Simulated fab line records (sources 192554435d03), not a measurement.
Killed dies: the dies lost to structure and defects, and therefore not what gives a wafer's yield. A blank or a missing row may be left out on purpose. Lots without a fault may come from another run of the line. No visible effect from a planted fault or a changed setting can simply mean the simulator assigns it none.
Chamber matching -- flow n5_finfet -- 3 sister chambers for N5_BEOL_M3_ILD_DEP_00 on pecvd-04
The step deposits SiOC from DEMS/O2, target thk 79 nm, time 15.3 s. 22 wafers are shown with their chamber, then 11 later ones without.

== WAFERS WITH THEIR CHAMBER ==
wafer,chamber,throttle_valve_pct (%),showerhead_plenum_p_Torr (Torr),heater_power_w (W)
L078.1,0,11.3,5.720,423
L078.4,0,11.3,5.705,432
L078.6,1,12.3,5.716,472
L079.1,2,10.6,5.692,544
L079.2,1,12.1,5.715,572
L079.3,0,10.8,5.685,485
L082.1,1,12.2,5.736,564
L082.3,0,10.9,5.710,413
L082.5,0,11.1,5.714,416
L083.1,0,11.4,5.716,483
L083.2,1,12.6,5.739,551
L083.5,0,11.3,5.716,483
L087.1,1,12.6,5.731,561
L087.2,2,10.3,5.692,537
L087.3,0,11.1,5.718,455
L089.1,0,11.0,5.708,473
L089.2,1,12.4,5.723,567
L089.5,2,10.1,5.686,487
L091.1,0,11.2,5.711,451
L091.2,1,12.4,5.728,521
L091.6,0,11.4,5.712,447
L092.1,0,11.6,5.727,500

SIGNATURES (means of the wafers above)
reading,chamber 0,chamber 1,chamber 2,scatter within a chamber
throttle_valve_pct,11.200,12.371,10.333,0.22
showerhead_plenum_p_Torr,5.71183,5.72686,5.69000,0.00948
heater_power_w,455.08,544.00,522.67,32
Rule: for each reading, subtract the chamber's mean from the wafer's reading, divide by that reading's scatter and square the result; add these up over the readings and take the root, which gives the wafer's distance from the chamber. If the next closest chamber is less than 2 further off than the closest, the wafer can't be placed; otherwise it belongs to the closest. How the scatter is found: for the shown wafers, subtract from each reading the mean of its chamber, square and add these, divide the total by (wafers less chambers), then take the root.

== WAFERS MISSING THEIR CHAMBER ==
wafer,throttle_valve_pct (%),showerhead_plenum_p_Torr (Torr),heater_power_w (W)
L092.2,12.4,5.727,524
L092.3,10.4,5.685,556
L093.1,11.3,5.703,435
L093.2,12.2,5.732,536
L093.3,10.4,5.688,572
L094.2,12.5,5.722,538
L094.3,11.6,5.713,503
L094.5,11.0,5.724,490
L095.1,11.4,5.718,509
L095.3,10.4,5.688,480
L095.6,11.3,5.720,506

== THE CHAMBER EACH PASSED THROUGH ==
wafer,from the rows above,in truth
L092.2,1,1
L092.3,2,2
L093.1,0,0
L093.2,1,1
L093.3,2,2
L094.2,1,1
L094.3,can't be placed: 0 or 1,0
L094.5,0,0
L095.1,0,0
L095.3,2,2
L095.6,0,0
Correct placement for 10 of the 11. These rows do not allow placing 1 (true chamber among the candidates in 1). Number placed wrongly: 0.
